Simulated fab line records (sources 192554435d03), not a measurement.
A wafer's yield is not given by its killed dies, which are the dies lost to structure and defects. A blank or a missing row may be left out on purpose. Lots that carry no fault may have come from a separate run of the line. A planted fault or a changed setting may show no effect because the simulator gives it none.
Split-lot study | flow n5_finfet | 21 wafers read across 7 lots, on a route 1938 steps long

== SPLIT DETAILS ==
At N5_BEOL_M7_PECVD_70 (deposits SiO2 from TEOS/O2, target thk 20 nm, time 22.7 s), the setting temp_c was moved away from the recipe's 400 C on 6 of the 21 wafers read, by -2.5% to +4.4%. The other wafers ran this setting at the recipe's value.

== FROM THE SPLIT TO THE READING: what the file shows between them, 3 steps ==
- N5_BEOL_M7_HM_DEP_02: deposits TiN, target thk 20 nm
- N5_BEOL_M7_COAT_59: time 60 s, resist thk 100 nm
- N5_BEOL_M7_STRIP_80: strips in N2/H2, time 10 s

== THE READING ==
SiO2_of_BEOL_M7_PECVD_70.thk_nm (the simulator's own value, which no gauge read), in nm, at N5_BEOL_M7_HM_STRIP_39 (strips TiN in peroxide tin strip, target depth 25 nm, time 158 s). No usual value for it is given in the file. Here, 15 wafers ran the recipe; their average is 19.8 nm with a standard deviation of 0.38 nm.

wafer  | tool, chamber at the split | temp_c as run, C | against the recipe | SiO2_of_BEOL_M7_PECVD_70.thk_nm, nm | against lot-mates on the recipe
L074.1 | pecvd-03, 1                | 400              | recipe             | 19.6                                | -
L074.4 | pecvd-03, 2                | 392.2            | -2.0%              | 21.4                                | +1.5
L074.5 | pecvd-03, 1                | 400              | recipe             | 20.2                                | -
L077.1 | pecvd-04, 0                | 400              | recipe             | 19.2                                | -
L077.3 | pecvd-04, 1                | 400              | recipe             | 20.4                                | -
L077.4 | pecvd-04, 0                | 400              | recipe             | 19.4                                | -
L079.1 | pecvd-04, 2,0              | 400              | recipe             | 19.6                                | -
L079.2 | pecvd-04, 1                | 400              | recipe             | 20.2                                | -
L079.3 | pecvd-04, 2,0              | 400              | recipe             | 19.4                                | -
L084.1 | pecvd-04, 0,2              | 400              | recipe             | 19.6                                | -
L084.3 | pecvd-04, 0,2              | 400              | recipe             | 19.6                                | -
L084.6 | pecvd-04, 1                | 400              | recipe             | 20.6                                | -
L085.2 | pecvd-02, 1                | 400              | recipe             | 20                                  | -
L085.4 | pecvd-02, 0                | 400              | recipe             | 19.8                                | -
L085.5 | pecvd-02, 2                | 410.4            | +2.6%              | 18.6                                | -1.3
L088.1 | pecvd-03, 2                | 417.5            | +4.4%              | 17.2                                | -2.6
L088.4 | pecvd-03, 2                | 417.5            | +4.4%              | 17.4                                | -2.4
L088.5 | pecvd-03, 0                | 400              | recipe             | 19.8                                | -
L096.1 | pecvd-03, 0                | 390              | -2.5%              | 21.4                                | +1.6
L096.3 | pecvd-03, 0                | 390              | -2.5%              | 21.6                                | +1.8
L096.6 | pecvd-03, 2                | 400              | recipe             | 19.8                                | -
If several chambers appear in one row, that row covers several wafers at once and the file leaves open which wafer was in which chamber.

THE FIT
A straight line over all 21 wafers: SiO2_of_BEOL_M7_PECVD_70.thk_nm changes by -0.603 nm for each +1% of temp_c; r = -0.95; the points scatter about the line by 0.37 nm.
The same after taking each lot's own level away (the mean of its wafers on the recipe; 21 wafers): -0.602 nm for each +1%; r = -0.95; scatter 0.35 nm.
On that fit, the largest move of temp_c shifts the reading by 2.6 nm.
The lots' own levels span 19.67 to 19.93 nm, that is 0.7 times the standard deviation above.
Hence the lot-to-lot level has little effect on the slope; both slopes agree.
Check: for one of the wafers moved furthest among these (+4.4%), held out of the fit, the line's prediction against its lot-mates is -2.56 nm. It came out at -2.6 nm against them.

== THE OTHER SPLITS THESE WAFERS WENT THROUGH ==
Other splits were also applied to these wafers ahead of the reading. Each is held against what the fit with the lots' levels taken away leaves over:
other split on the same wafers | wafers away from the commonest value | r with SiO2_of_BEOL_M7_PECVD_70.thk_nm (lot level and that fit taken away)
N5_BEOL_M3_COAT_76 spin_rpm    | 3                                    | +0.15
N5_BEOL_M4_COAT_73 spin_rpm    | 7                                    | -0.02
N5_BEOL_M5_COAT_74 spin_rpm    | 5                                    | +0.08
N5_BEOL_M5_EXPOSE_25 dose_mj   | 6                                    | +0.03
N5_BEOL_M6_ETCH_62 time_s      | 7                                    | +0.00
N5_BEOL_M6_COAT_63 spin_rpm    | 8                                    | +0.01

== THE WHOLE CHAIN: every reading that the file lists as answering this split, in the file's order ==
step                   | what it does                                                     | reading                                                                          | change (the file's fit)               | r (the file's)
N5_BEOL_M7_PECVD_70    | deposits SiO2 from TEOS/O2, target thk 20 nm, time 22.7 s        | SiO2_of_BEOL_M7_PECVD_70.thk_nm (the simulator's own value, which no gauge read) | -0.577 nm for each +1% of the setting | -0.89
N5_BEOL_M7_HM_STRIP_39 | strips TiN in peroxide tin strip, target depth 25 nm, time 158 s | SiO2_of_BEOL_M7_PECVD_70.thk_nm (the simulator's own value, which no gauge read) | -0.598 nm for each +1% of the setting | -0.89

== FILE'S OWN FIT ==
SiO2_of_BEOL_M7_PECVD_70.thk_nm changes by -0.598 nm for each +1% of temp_c, r = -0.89.
